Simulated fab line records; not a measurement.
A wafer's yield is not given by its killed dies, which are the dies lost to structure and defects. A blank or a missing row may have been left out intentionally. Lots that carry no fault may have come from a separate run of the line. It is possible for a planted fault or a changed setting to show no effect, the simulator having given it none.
Which of the tools did it? || flow nandHarc || 36 wafers from 12 lots sampled at 4 of the route's 1302 steps

## WHAT THE GAUGES READ, wafer by wafer
NHARC_END_SORT_01. Usual: value, then standard deviation, for each; defectLimitedYield 91 % / 3.1; killedAtArray 56 / 21; killedAtOther 1.2 / 1.6; killedAtPeriphery 3.7 / 2.5; killedDies 61 / 21; killedOpen 3.1 / 1.8; killedShort 2.8 / 1.7.
{"lot": "L567", "measured": "day 29 01:17", "on": "prober-02", "defectLimitedYield (%)": "85 86 80", "killedAtArray": "22 46 39", "killedAtOther": "3 0 0", "killedAtPeriphery": "78 49 94", "killedDies": "103 95 133", "killedOpen": "5 0 2", "killedShort": "4 2 3", "flag": "OFF"}
{"lot": "L570", "measured": "day 30 02:55", "on": "prober-02", "defectLimitedYield (%)": "79 82 81", "killedAtArray": "49 55 58", "killedAtOther": "0 2 0", "killedAtPeriphery": "90 67 69", "killedDies": "139 124 127", "killedOpen": "2 2 4", "killedShort": "1 5 2", "flag": "OFF"}
{"lot": "L578", "measured": "day 33 12:59", "on": "prober-02", "defectLimitedYield (%)": "94 93 93", "killedAtArray": "34 41 42", "killedAtOther": "0 3 1", "killedAtPeriphery": "5 4 3", "killedDies": "39 48 46", "killedOpen": "2 5 1", "killedShort": "0 1 1", "flag": ""}

## WHICH TOOL RAN EACH LOT (tool, then ch and the chambers of the sampled wafers, then the start)
{"lot": "L556", "NHARC_P_M2_PRE_CLEAN_32": "pecvd-02 ch 0,1,2, day 7 02:42", "NHARC_THIN_TSV_ETCH_44": "rieDiel-04 ch 0,2,3, day 24 07:21", "NHARC_THIN_TSV_DESCUM_35": "rieDiel-11 ch 0,1,3, day 24 13:02"}
{"lot": "L558", "NHARC_P_M2_PRE_CLEAN_32": "pecvd-04 ch 1,2, day 7 07:18", "NHARC_THIN_TSV_ETCH_44": "rieDiel-03 ch 0,3, day 23 16:58", "NHARC_THIN_TSV_DESCUM_35": "rieDiel-03 ch 0,1, day 23 22:46"}
{"lot": "L559", "NHARC_P_M2_PRE_CLEAN_32": "pecvd-03 ch 0,2, day 7 14:21", "NHARC_THIN_TSV_ETCH_44": "rieDiel-03 ch 1,3, day 25 11:11", "NHARC_THIN_TSV_DESCUM_35": "rieDiel-04 ch 0,2, day 25 16:58"}
{"lot": "L560", "NHARC_P_M2_PRE_CLEAN_32": "pecvd-02 ch 0,2, day 8 03:40", "NHARC_THIN_TSV_ETCH_44": "rieDiel-03 ch 1,2,3, day 25 09:57", "NHARC_THIN_TSV_DESCUM_35": "rieDiel-11 ch 1,2,3, day 25 15:50"}
{"lot": "L562", "NHARC_P_M2_PRE_CLEAN_32": "pecvd-04 ch 0,1,2, day 8 23:05", "NHARC_THIN_TSV_ETCH_44": "rieDiel-03 ch 1,2,3, day 25 12:24", "NHARC_THIN_TSV_DESCUM_35": "rieDiel-04 ch 1,2, day 25 18:20"}
{"lot": "L567", "NHARC_P_M2_PRE_CLEAN_32": "pecvd-03 ch 0,1,2, day 11 04:46", "NHARC_THIN_TSV_ETCH_44": "rieDiel-03 ch 0,1,2, day 28 07:51", "NHARC_THIN_TSV_DESCUM_35": "rieDiel-11 ch 0,1, day 28 13:56"}
{"lot": "L570", "NHARC_P_M2_PRE_CLEAN_32": "pecvd-03 ch 0,2, day 12 12:55", "NHARC_THIN_TSV_ETCH_44": "rieDiel-03 ch 1,2,3, day 29 04:51", "NHARC_THIN_TSV_DESCUM_35": "rieDiel-04 ch 0,1, day 29 10:41"}
{"lot": "L574", "NHARC_P_M2_PRE_CLEAN_32": "pecvd-02 ch 0,1,2, day 13 23:49", "NHARC_THIN_TSV_ETCH_44": "rieDiel-03 ch 0,1,2, day 31 04:01", "NHARC_THIN_TSV_DESCUM_35": "rieDiel-03 ch 0,1,2, day 31 09:52"}
{"lot": "L577", "NHARC_P_M2_PRE_CLEAN_32": "pecvd-04 ch 0,1,2, day 14 21:10", "NHARC_THIN_TSV_ETCH_44": "rieDiel-11 ch 1,3, day 32 13:15", "NHARC_THIN_TSV_DESCUM_35": "rieDiel-11 ch 0,2,3, day 32 19:17"}
{"lot": "L576", "NHARC_P_M2_PRE_CLEAN_32": "pecvd-04 ch 1,2, day 14 21:46", "NHARC_THIN_TSV_ETCH_44": "rieDiel-04 ch 0,1,2, day 32 11:55", "NHARC_THIN_TSV_DESCUM_35": "rieDiel-03 ch 0,1,2, day 32 17:37"}
{"lot": "L578", "NHARC_P_M2_PRE_CLEAN_32": "pecvd-03 ch 0,1, day 15 09:34", "NHARC_THIN_TSV_ETCH_44": "rieDiel-03 ch 0,1,2, day 32 14:30", "NHARC_THIN_TSV_DESCUM_35": "rieDiel-04 ch 2,3, day 32 20:16"}
{"lot": "L579", "NHARC_P_M2_PRE_CLEAN_32": "pecvd-03 ch 0,2, day 16 01:10", "NHARC_THIN_TSV_ETCH_44": "rieDiel-04 ch 0,2,3, day 33 22:25", "NHARC_THIN_TSV_DESCUM_35": "rieDiel-03 ch 1,2,3, day 34 04:09"}
- NHARC_P_M2_PRE_CLEAN_32: time 12 s.
- NHARC_THIN_TSV_ETCH_44: etches the open film in CF4/O2, target depth 1594.2 nm, time 797.1 s.
- NHARC_THIN_TSV_DESCUM_35: chemistry O2, time 3 s.

## AS READ BY THE TOOLS THEMSELVES (means over the sampled wafers that have a number; for cases with no such wafer, the mark the record gives instead)
NHARC_P_M2_PRE_CLEAN_32. Usual: heaterPowerW 603 W, standard deviation 92; susceptorTempC 370.00 C, standard deviation 0.23.
{"lot": "L556", "tool": "pecvd-02", "heaterPowerW (W)": 531, "susceptorTempC (C)": 369.90, "flag": ""}
{"lot": "L558", "tool": "pecvd-04", "heaterPowerW (W)": 578, "susceptorTempC (C)": 369.84, "flag": ""}
{"lot": "L559", "tool": "pecvd-03", "heaterPowerW (W)": 632, "susceptorTempC (C)": 369.95, "flag": ""}
{"lot": "L560", "tool": "pecvd-02", "heaterPowerW (W)": 524, "susceptorTempC (C)": 370.12, "flag": ""}
{"lot": "L562", "tool": "pecvd-04", "heaterPowerW (W)": 575, "susceptorTempC (C)": 369.97, "flag": ""}
{"lot": "L567", "tool": "pecvd-03", "heaterPowerW (W)": 636, "susceptorTempC (C)": 369.99, "flag": ""}
{"lot": "L570", "tool": "pecvd-03", "heaterPowerW (W)": 611, "susceptorTempC (C)": 370.12, "flag": ""}
{"lot": "L574", "tool": "pecvd-02", "heaterPowerW (W)": 525, "susceptorTempC (C)": 369.99, "flag": ""}
{"lot": "L577", "tool": "pecvd-04", "heaterPowerW (W)": 629, "susceptorTempC (C)": 370.09, "flag": ""}
{"lot": "L576", "tool": "pecvd-04", "heaterPowerW (W)": 579, "susceptorTempC (C)": 370.01, "flag": ""}
{"lot": "L578", "tool": "pecvd-03", "heaterPowerW (W)": 717, "susceptorTempC (C)": 369.79, "flag": ""}
{"lot": "L579", "tool": "pecvd-03", "heaterPowerW (W)": 600, "susceptorTempC (C)": 369.92, "flag": ""}

NHARC_THIN_TSV_ETCH_44. Usual: value, then standard deviation, for each; chamberPressureMTorr 30.001 mTorr / 0.027; drypumpMotorCurrentA 5.7 A / 0.42; o2FlowSccm 10.006 sccm / 0.027; oesProductAu 0.997 a.u. / 0.0084; rfVppV 792 V / 5.1; showerheadPlenumPTorr 1.80 Torr / 0.08; throttleValvePct 16.915 % / 0.01.
{"lot": "L556", "tool": "rieDiel-04", "chamberPressureMTorr (mTorr)": 30.019, "drypumpMotorCurrentA (A)": 5.5, "o2FlowSccm (sccm)": 10.024, "oesProductAu (a.u.)": 0.993, "rfVppV (V)": 795, "showerheadPlenumPTorr (Torr)": 1.84, "throttleValvePct (%)": 16.914, "flag": ""}
{"lot": "L558", "tool": "rieDiel-03", "chamberPressureMTorr (mTorr)": 29.989, "drypumpMotorCurrentA (A)": 5.6, "o2FlowSccm (sccm)": 9.985, "oesProductAu (a.u.)": 0.994, "rfVppV (V)": 796, "showerheadPlenumPTorr (Torr)": 1.86, "throttleValvePct (%)": 16.917, "flag": ""}
{"lot": "L559", "tool": "rieDiel-03", "chamberPressureMTorr (mTorr)": 29.989, "drypumpMotorCurrentA (A)": 6.1, "o2FlowSccm (sccm)": 10.025, "oesProductAu (a.u.)": 0.985, "rfVppV (V)": 795, "showerheadPlenumPTorr (Torr)": 1.84, "throttleValvePct (%)": 16.929, "flag": ""}
{"lot": "L560", "tool": "rieDiel-03", "chamberPressureMTorr (mTorr)": 29.999, "drypumpMotorCurrentA (A)": 6.0, "o2FlowSccm (sccm)": 10.015, "oesProductAu (a.u.)": 0.987, "rfVppV (V)": 791, "showerheadPlenumPTorr (Torr)": 1.79, "throttleValvePct (%)": 16.918, "flag": ""}
{"lot": "L562", "tool": "rieDiel-03", "chamberPressureMTorr (mTorr)": 29.993, "drypumpMotorCurrentA (A)": 6.0, "o2FlowSccm (sccm)": 10.031, "oesProductAu (a.u.)": 0.986, "rfVppV (V)": 791, "showerheadPlenumPTorr (Torr)": 1.79, "throttleValvePct (%)": 16.909, "flag": ""}
{"lot": "L567", "tool": "rieDiel-03", "chamberPressureMTorr (mTorr)": 29.998, "drypumpMotorCurrentA (A)": 5.7, "o2FlowSccm (sccm)": 9.994, "oesProductAu (a.u.)": 1.003, "rfVppV (V)": 788, "showerheadPlenumPTorr (Torr)": 1.74, "throttleValvePct (%)": 16.913, "flag": ""}
{"lot": "L570", "tool": "rieDiel-03", "chamberPressureMTorr (mTorr)": 29.964, "drypumpMotorCurrentA (A)": 6.0, "o2FlowSccm (sccm)": 10.001, "oesProductAu (a.u.)": 0.998, "rfVppV (V)": 791, "showerheadPlenumPTorr (Torr)": 1.78, "throttleValvePct (%)": 16.919, "flag": ""}
{"lot": "L574", "tool": "rieDiel-03", "chamberPressureMTorr (mTorr)": 30.014, "drypumpMotorCurrentA (A)": 5.7, "o2FlowSccm (sccm)": 10.011, "oesProductAu (a.u.)": 1.001, "rfVppV (V)": 788, "showerheadPlenumPTorr (Torr)": 1.73, "throttleValvePct (%)": 16.917, "flag": ""}
{"lot": "L577", "tool": "rieDiel-11", "chamberPressureMTorr (mTorr)": 29.995, "drypumpMotorCurrentA (A)": 5.6, "o2FlowSccm (sccm)": 10.029, "oesProductAu (a.u.)": 1.004, "rfVppV (V)": 799, "showerheadPlenumPTorr (Torr)": 1.90, "throttleValvePct (%)": 16.912, "flag": ""}
{"lot": "L576", "tool": "rieDiel-04", "chamberPressureMTorr (mTorr)": 30.024, "drypumpMotorCurrentA (A)": 5.9, "o2FlowSccm (sccm)": 10.005, "oesProductAu (a.u.)": 0.993, "rfVppV (V)": 792, "showerheadPlenumPTorr (Torr)": 1.81, "throttleValvePct (%)": 16.912, "flag": ""}
{"lot": "L578", "tool": "rieDiel-03", "chamberPressureMTorr (mTorr)": 30.009, "drypumpMotorCurrentA (A)": 5.7, "o2FlowSccm (sccm)": 9.994, "oesProductAu (a.u.)": 1.001, "rfVppV (V)": 788, "showerheadPlenumPTorr (Torr)": 1.73, "throttleValvePct (%)": 16.918, "flag": ""}
{"lot": "L579", "tool": "rieDiel-04", "chamberPressureMTorr (mTorr)": 29.986, "drypumpMotorCurrentA (A)": 5.5, "o2FlowSccm (sccm)": 9.980, "oesProductAu (a.u.)": 1.001, "rfVppV (V)": 795, "showerheadPlenumPTorr (Torr)": 1.84, "throttleValvePct (%)": 16.909, "flag": ""}

NHARC_THIN_TSV_DESCUM_35. Usual: value, then standard deviation, for each; chamberPressureMTorr 60.00 mTorr / 0.054; drypumpMotorCurrentA 5.6 A / 0.41; o2FlowSccm 200.0 sccm / 0.59; oesProductAu 0.999 a.u. / 0.0085; rfVppV 57.6 V / 0.95; showerheadPlenumPTorr 1.88 Torr / 0.085; throttleValvePct 11.311 % / 0.0096.
{"lot": "L556", "tool": "rieDiel-11", "chamberPressureMTorr (mTorr)": 60.04, "drypumpMotorCurrentA (A)": 5.4, "o2FlowSccm (sccm)": 200.1, "oesProductAu (a.u.)": 0.999, "rfVppV (V)": 58.5, "showerheadPlenumPTorr (Torr)": 1.93, "throttleValvePct (%)": 11.302, "flag": ""}
{"lot": "L558", "tool": "rieDiel-03", "chamberPressureMTorr (mTorr)": 60.04, "drypumpMotorCurrentA (A)": 5.7, "o2FlowSccm (sccm)": 199.9, "oesProductAu (a.u.)": 0.995, "rfVppV (V)": 57.0, "showerheadPlenumPTorr (Torr)": 1.79, "throttleValvePct (%)": 11.305, "flag": ""}
{"lot": "L559", "tool": "rieDiel-04", "chamberPressureMTorr (mTorr)": 59.97, "drypumpMotorCurrentA (A)": 5.8, "o2FlowSccm (sccm)": 200.2, "oesProductAu (a.u.)": 1.009, "rfVppV (V)": 58.8, "showerheadPlenumPTorr (Torr)": 1.87, "throttleValvePct (%)": 11.303, "flag": ""}
{"lot": "L560", "tool": "rieDiel-11", "chamberPressureMTorr (mTorr)": 60.03, "drypumpMotorCurrentA (A)": 5.5, "o2FlowSccm (sccm)": 199.9, "oesProductAu (a.u.)": 1.002, "rfVppV (V)": 58.3, "showerheadPlenumPTorr (Torr)": 1.91, "throttleValvePct (%)": 11.314, "flag": ""}
{"lot": "L562", "tool": "rieDiel-04", "chamberPressureMTorr (mTorr)": 60.00, "drypumpMotorCurrentA (A)": 6.0, "o2FlowSccm (sccm)": 199.7, "oesProductAu (a.u.)": 0.991, "rfVppV (V)": 57.9, "showerheadPlenumPTorr (Torr)": 1.91, "throttleValvePct (%)": 11.310, "flag": ""}
{"lot": "L567", "tool": "rieDiel-11", "chamberPressureMTorr (mTorr)": 59.97, "drypumpMotorCurrentA (A)": 5.7, "o2FlowSccm (sccm)": 200.4, "oesProductAu (a.u.)": 1.008, "rfVppV (V)": 58.6, "showerheadPlenumPTorr (Torr)": 1.99, "throttleValvePct (%)": 11.312, "flag": ""}
{"lot": "L570", "tool": "rieDiel-04", "chamberPressureMTorr (mTorr)": 59.98, "drypumpMotorCurrentA (A)": 5.9, "o2FlowSccm (sccm)": 200.8, "oesProductAu (a.u.)": 0.999, "rfVppV (V)": 56.8, "showerheadPlenumPTorr (Torr)": 1.84, "throttleValvePct (%)": 11.310, "flag": ""}
{"lot": "L574", "tool": "rieDiel-03", "chamberPressureMTorr (mTorr)": 59.96, "drypumpMotorCurrentA (A)": 5.7, "o2FlowSccm (sccm)": 199.3, "oesProductAu (a.u.)": 0.992, "rfVppV (V)": 57.6, "showerheadPlenumPTorr (Torr)": 1.80, "throttleValvePct (%)": 11.312, "flag": ""}
{"lot": "L577", "tool": "rieDiel-11", "chamberPressureMTorr (mTorr)": 59.99, "drypumpMotorCurrentA (A)": 5.4, "o2FlowSccm (sccm)": 199.8, "oesProductAu (a.u.)": 1.000, "rfVppV (V)": 57.9, "showerheadPlenumPTorr (Torr)": 1.84, "throttleValvePct (%)": 11.310, "flag": ""}
{"lot": "L576", "tool": "rieDiel-03", "chamberPressureMTorr (mTorr)": 59.97, "drypumpMotorCurrentA (A)": 5.7, "o2FlowSccm (sccm)": 200.2, "oesProductAu (a.u.)": 1.000, "rfVppV (V)": 57.3, "showerheadPlenumPTorr (Torr)": 1.80, "throttleValvePct (%)": 11.315, "flag": ""}
{"lot": "L578", "tool": "rieDiel-04", "chamberPressureMTorr (mTorr)": 59.98, "drypumpMotorCurrentA (A)": 5.3, "o2FlowSccm (sccm)": 200.4, "oesProductAu (a.u.)": 0.996, "rfVppV (V)": 58.0, "showerheadPlenumPTorr (Torr)": 1.98, "throttleValvePct (%)": 11.317, "flag": ""}
{"lot": "L579", "tool": "rieDiel-03", "chamberPressureMTorr (mTorr)": 60.02, "drypumpMotorCurrentA (A)": 6.0, "o2FlowSccm (sccm)": 199.7, "oesProductAu (a.u.)": 0.999, "rfVppV (V)": 58.2, "showerheadPlenumPTorr (Torr)": 1.86, "throttleValvePct (%)": 11.312, "flag": ""}

## THE ANSWER, worked out from the rows above alone
Rule: lot off if the mean of its wafers having a number is beyond 3 standard deviations from the usual mean. Also off: a lot with no number at a reading for which 4 or more lots have one. Where the step has rows for the other lots, those lots are counted as sound. The gauges are gone through in route order, then the tools' own readings, and for those a lot's mean is taken as printed above. At the first step where some lot is off, the reading lying furthest off is the one used; lots without a number count as furthest.
Off at NHARC_END_SORT_01 (killedAtPeriphery): L567, L570. Neither off nor sound, because the step has no rows for them: L556, L558, L559, L560, L562, L574, L577, L576, L579.
A tool fits if, at a process step before that reading, it ran every lot that is off, and no sound lot after the first of them. The gauges at NHARC_END_SORT_01 are tried like those tools. None of those tried fits.

## WHAT HAD BEEN PUT IN BY THE SIMULATOR
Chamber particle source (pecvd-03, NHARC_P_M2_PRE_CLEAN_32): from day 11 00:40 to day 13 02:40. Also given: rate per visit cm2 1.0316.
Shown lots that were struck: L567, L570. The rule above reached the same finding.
